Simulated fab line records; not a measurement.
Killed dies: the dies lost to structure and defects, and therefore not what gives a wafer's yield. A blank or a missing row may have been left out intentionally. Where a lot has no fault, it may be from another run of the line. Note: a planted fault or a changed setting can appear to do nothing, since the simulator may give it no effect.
Which tool did it?    flow n5_finfet    8 lots with 24 wafers sampled at 3 steps, on a route of 1938 steps

WHAT THE GAUGES READ, wafer by wafer
N5_SD_ACTIVATION_RS_MEAS_03: uses a four-point probe to measure.
lot   measured     on             RS_SD_P (ohm/sq)
L381  day 3 11:22  film_metro-01  55.6 55.2 55.1
L386  day 4 14:47  film_metro-01  56.1 56.6 57.0
L388  day 5 05:22  film_metro-01  55.4 56.1 56.4
L391  day 5 20:38  film_metro-01  55.3 55.4 55.8
L397  day 7 09:20  film_metro-01  55.9 56.1 56.4
L400  day 8 08:19  film_metro-01  51.9 51.6 52.0
L402  day 8 17:19  film_metro-01  49.8 49.8 49.7
L403  day 9 09:44  film_metro-02  56.9 57.9 56.4

EACH LOT AND THE TOOL THAT RAN IT (in order: tool; ch and the chambers of the sampled wafers; start)
lot   N5_SD_EPI_P_ETCH_16                N5_SD_EPI_P_EPI_21
L381  rie_diel-04 ch 0,2,3, day 3 07:49  epi_rpcvd-03 ch 0, day 3 08:33
L386  rie_diel-01 ch 0,1, day 4 11:13    epi_rpcvd-02 ch 0, day 4 12:19
L388  rie_diel-03 ch 0,1,2, day 5 01:42  epi_rpcvd-03 ch 0, day 5 02:26
L391  rie_diel-04 ch 0,2, day 5 16:44    epi_rpcvd-04 ch 0, day 5 18:01
L397  rie_diel-01 ch 0,1,3, day 7 04:52  epi_rpcvd-04 ch 0, day 7 06:43
L400  rie_diel-01 ch 0,2, day 8 03:57    epi_rpcvd-03 ch 0, day 8 04:48
L402  rie_diel-04 ch 2,3, day 8 12:52    epi_rpcvd-03 ch 0, day 8 14:41
L403  rie_diel-04 ch 0,1, day 9 05:13    epi_rpcvd-04 ch 0, day 9 07:02
- N5_SD_EPI_P_ETCH_16: etches SiO2 in CHF3/O2, target depth 5 nm.
- N5_SD_EPI_P_EPI_21: deposits SiGe:B, time 355 s.

THE ANSWER, worked out from the rows above alone
Rule: the usual values come from the lots themselves. The widest of any qualifying gaps counts: lots, ordered by their means at a reading, are off when they make up no more than a third of the lots, leave a main group of 4 or more, and stand apart from it by 3 or more times the standard deviation of that group's means. A main group whose means are all the same, to the digits that the tables above print for the reading, isn't used. A lot without any number at a reading at which 4 lots or more have one is off too. Any other lot the step has rows for is counted as sound.
Off: at N5_SD_ACTIVATION_RS_MEAS_03 (RS_SD_P), L400, L402. The main group has a mean of 56.1 ohm/sq with a standard deviation of 0.6.
If a tool, at a process step before that reading, ran all the lots that are off and no sound lot after the first of them, it fits. Those tools and the gauges at N5_SD_ACTIVATION_RS_MEAS_03 are tried in the same way. Can't be told from this: 2 tools fit, epi_rpcvd-03 at N5_SD_EPI_P_EPI_21, film_metro-01 at N5_SD_ACTIVATION_RS_MEAS_03.

WHAT HAD BEEN PUT IN BY THE SIMULATOR
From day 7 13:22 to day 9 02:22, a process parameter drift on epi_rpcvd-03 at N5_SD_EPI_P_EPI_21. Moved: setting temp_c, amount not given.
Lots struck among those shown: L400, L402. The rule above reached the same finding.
